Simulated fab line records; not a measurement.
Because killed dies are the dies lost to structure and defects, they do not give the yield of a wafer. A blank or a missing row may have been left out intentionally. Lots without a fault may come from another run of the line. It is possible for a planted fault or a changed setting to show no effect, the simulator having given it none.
Split-lot experiment -- flow n5_finfet -- route with 1938 steps; 7 lots, 21 wafers read

== THE SPLIT ITSELF ==
At N5_SD_EPI_N_EPI_21 (deposits Si:P, time 690 s), the setting time_s was moved away from the recipe's 690 s on 5 of the 21 wafers read, by -19.3% to +16.4%. All remaining wafers had this setting at the recipe value.

== FROM THE SPLIT TO THE READING: what the file shows between them, 6 steps ==
- N5_SD_EPI_N_EPI_MEAS_23
- N5_SD_EPI_P_COAT_34: time 60 s, resist thk 350 nm (also split here: spin_rpm)
- N5_SD_EPI_P_COAT_35: time 60 s, resist thk 35 nm
- N5_SD_EPI_P_COAT_03: resist thk 150 nm
- N5_SD_ACTIVATION_RTA_00: time 0 s
- N5_SD_ACTIVATION_LSA_01: time 0.0008 s

== THE READING ==
RS_SD_N, in ohm/sq, at N5_SD_ACTIVATION_RS_MEAS_03 (measures by four-point-probe). Fault-free wafers of this fab line usually give 21.97 ohm/sq, standard deviation 0.28 ohm/sq.

wafer,"tool, chamber at the split","time_s as run, s",against the recipe,"RS_SD_N, ohm/sq",against lot-mates on the recipe
L077.1,"epi_rpcvd-04, 0",690,recipe,21.77,-
L077.2,"epi_rpcvd-04, 0",690,recipe,21.67,-
L077.3,"epi_rpcvd-04, 0",690,recipe,21.68,-
L078.3,"epi_rpcvd-03, 0",690,recipe,21.78,-
L078.4,"epi_rpcvd-03, 0",690,recipe,21.77,-
L078.5,"epi_rpcvd-03, 0",690,recipe,21.94,-
L079.2,"epi_rpcvd-02, 0",690,recipe,21.88,-
L079.4,"epi_rpcvd-02, 0",611.9,-11.3%,23.83,+1.84
L079.5,"epi_rpcvd-02, 0",690,recipe,22.10,-
L080.3,"epi_rpcvd-02, 0",690,recipe,22.38,-
L080.4,"epi_rpcvd-02, 0",556.7,-19.3%,25.23,+2.85
L080.5,"epi_rpcvd-02, 0",556.7,-19.3%,25.64,+3.26
L091.4,"epi_rpcvd-02, 0",690,recipe,22.41,-
L091.5,"epi_rpcvd-02, 0",632.8,-8.3%,23.56,+1.46
L091.6,"epi_rpcvd-02, 0",690,recipe,21.79,-
L094.2,"epi_rpcvd-03, 0",690,recipe,22.39,-
L094.3,"epi_rpcvd-03, 0",690,recipe,22.35,-
L094.4,"epi_rpcvd-03, 0",690,recipe,22.21,-
L095.2,"epi_rpcvd-03, 0",690,recipe,21.46,-
L095.3,"epi_rpcvd-03, 0",690,recipe,21.62,-
L095.5,"epi_rpcvd-03, 0",803.2,+16.4%,19.14,-2.40

THE FIT
A straight line over all 21 wafers: RS_SD_N changes by -0.177 ohm/sq for each +1% of time_s; r = -0.98; the points scatter about the line by 0.29 ohm/sq.
The same after taking each lot's own level away (the mean of its wafers on the recipe; 21 wafers): -0.156 ohm/sq for each +1%; r = -0.99; scatter 0.15 ohm/sq.
On that fit, the largest move of time_s shifts the reading by 3 ohm/sq.
Across the lots, their own levels run from 21.540 to 22.380 ohm/sq, a range of 3.0 times the standard deviation given above.
So the lot-to-lot level changes the slope: the two fits differ.
Check: for one of the wafers moved furthest among these (-19.3%), held out of the fit, the line's prediction against its lot-mates is +3.13 ohm/sq. It came out at +2.85 ohm/sq against them.

== THESE WAFERS: OTHER SPLITS ==
Note: prior to the reading, these wafers also went through further splits. Each is held against what the fit with the lots' levels taken away leaves over:
other split on the same wafers,wafers away from the commonest value,r with RS_SD_N (lot level and that fit taken away)
N5_ZERO_LAYER_EXPOSE_08 dose_mj,7,+0.10
N5_ZERO_LAYER_DEVELOP_10 develop_time_s,10,+0.24
N5_WELL_APT_COAT_02 spin_rpm,8,+0.10
N5_FIN_SAQP_FIN_ETCH_36 icp_w,5,+0.18
N5_FIN_CUT_COAT_18 spin_rpm,7,+0.33
N5_SD_EPI_P_COAT_34 spin_rpm,6,-0.25

== THE WHOLE CHAIN: every reading that the file lists as answering this split, in the file's order ==
step,what it does,reading,change (the file's fit),r (the file's)
N5_SD_EPI_N_EPI_21,"deposits Si:P, time 690 s","Si-P_of_SD_EPI_N_EPI_21.thk_nm (the simulator's own value, which no gauge read)",+0.381 nm for each +1% of the setting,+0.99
N5_SD_EPI_N_EPI_MEAS_23,,thk_nm,withheld for each +1% of the setting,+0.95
N5_SD_ACTIVATION_RS_MEAS_03,measures by four-point-probe,RS_SD_N,-0.156 for each +1% of the setting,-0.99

== FILE'S OWN FIT ==
RS_SD_N changes by -0.156 ohm/sq for each +1% of time_s, r = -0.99.
